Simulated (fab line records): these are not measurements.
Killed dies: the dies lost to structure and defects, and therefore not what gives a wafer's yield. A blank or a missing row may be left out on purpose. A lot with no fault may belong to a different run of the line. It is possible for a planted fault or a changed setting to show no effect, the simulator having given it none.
Chamber matching    flow n5 finfet    3 sister chambers for N5_BEOL_M0_PRE_CLEAN_131 on cvd co-02
The step time 15 s. 3 wafers are shown with their chamber, then 7 later ones without.

## WAFERS WITH THEIR CHAMBER
wafer   chamber  heater power w (W)
L897.4  1        58
L904.1  0        92
L904.3  2        103

## WAFERS MISSING THEIR CHAMBER
wafer   heater power w (W)
L904.4  93
L911.1  103
L911.3  60
L911.5  59
L913.2  94
L913.3  102
L913.5  104

## CHAMBER TAKEN BY EACH
wafer   from the rows above  in truth
L904.4  0                    0
L911.1  2                    2
L911.3  1                    1
L911.5  1                    1
L913.2  0                    0
L913.3  2                    2
L913.5  2                    2
Correctly placed: 7 of 7. Number that these rows cannot place: 0. Number placed wrongly: 0.
How it was worked out, from the rows above alone: a wafer's distance from a chamber is the root of the sum, over the readings, of the square of ((its reading less the chamber's mean) divided by the reading's scatter). The wafer belongs to the nearest chamber; if the next one is less than 2 further off, it can't be placed. For every chamber, the mean is computed from those of its wafers that are shown. The scatter: with one shown wafer a chamber, the root of the mean of the squares of how far each hidden wafer lies from its nearest shown one.
